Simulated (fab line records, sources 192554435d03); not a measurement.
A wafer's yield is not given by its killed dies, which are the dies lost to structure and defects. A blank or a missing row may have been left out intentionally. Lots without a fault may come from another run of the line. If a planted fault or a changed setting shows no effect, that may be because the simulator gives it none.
Which tool did it? :: flow n5 finfet :: 10 lots, 30 wafers sampled, at 2 steps of a route of 1938

## WHAT THE GAUGES READ, wafer by wafer
N5_BEOL_M13_INSPECT_30: inspects for defects (macro).
lot: L113
measured: day 12 01:10
on: defect inspect-01
raw defect count: 2 0 1

lot: L115
measured: day 12 05:38
on: defect inspect-02
raw defect count: 1 1 1

lot: L116
measured: day 12 17:37
on: defect inspect-01
raw defect count: 2 3 1

lot: L118
measured: day 12 22:37
on: defect inspect-01
raw defect count: 1 1 2

lot: L119
measured: day 13 10:25
on: defect inspect-01
raw defect count: 5 2 2

lot: L124
measured: day 15 03:35
on: defect inspect-02
raw defect count: 2 1 1

lot: L126
measured: day 15 08:23
on: defect inspect-01
raw defect count: 1 3 3

lot: L129
measured: day 16 04:29
on: defect inspect-01
raw defect count: 2 2 0

lot: L132
measured: day 16 10:38
on: defect inspect-02
raw defect count: 2 2 9

lot: L135
measured: day 17 21:37
on: defect inspect-02
raw defect count: 1 1 5

## TOOL THAT RAN EACH LOT (tool first, then ch and the chambers of the sampled wafers, then the start)
lot: L113
N5_BEOL_M13_STRIP_64: plasma asher-02 ch 0,1, day 12 00:31

lot: L115
N5_BEOL_M13_STRIP_64: plasma asher-02 ch 0,1, day 12 04:59

lot: L116
N5_BEOL_M13_STRIP_64: plasma asher-01 ch 0,1, day 12 16:58

lot: L118
N5_BEOL_M13_STRIP_64: plasma asher-01 ch 0,1, day 12 21:58

lot: L119
N5_BEOL_M13_STRIP_64: plasma asher-01 ch 0, day 13 09:46

lot: L124
N5_BEOL_M13_STRIP_64: plasma asher-01 ch 0,1, day 15 02:48

lot: L126
N5_BEOL_M13_STRIP_64: plasma asher-02 ch 0,1, day 15 07:52

lot: L129
N5_BEOL_M13_STRIP_64: plasma asher-01 ch 0,1, day 16 03:57

lot: L132
N5_BEOL_M13_STRIP_64: plasma asher-01 ch 0, day 16 10:07

lot: L135
N5_BEOL_M13_STRIP_64: plasma asher-02 ch 0,1, day 17 21:04
- N5_BEOL_M13_STRIP_64: strips in N2/H2.

## THE ANSWER, worked out from the rows above alone
Rule: the lots themselves supply what counts as usual. Put in order of their means at a reading, lots are off if they are a third of the lots or fewer, leave a main group of 4 or more, and stand apart from it by a gap of 3 or more times the standard deviation of the main group's means; of several such gaps the widest counts. A main group is skipped when, at the precision printed for the reading in the tables above, its means are all equal. Also off: a lot with no number at a reading for which 4 or more lots have one. The other lots that the step has rows for count as sound.
No lot is off at any reading shown: from this, nothing can be told.

## WHAT HAD BEEN PUT IN BY THE SIMULATOR
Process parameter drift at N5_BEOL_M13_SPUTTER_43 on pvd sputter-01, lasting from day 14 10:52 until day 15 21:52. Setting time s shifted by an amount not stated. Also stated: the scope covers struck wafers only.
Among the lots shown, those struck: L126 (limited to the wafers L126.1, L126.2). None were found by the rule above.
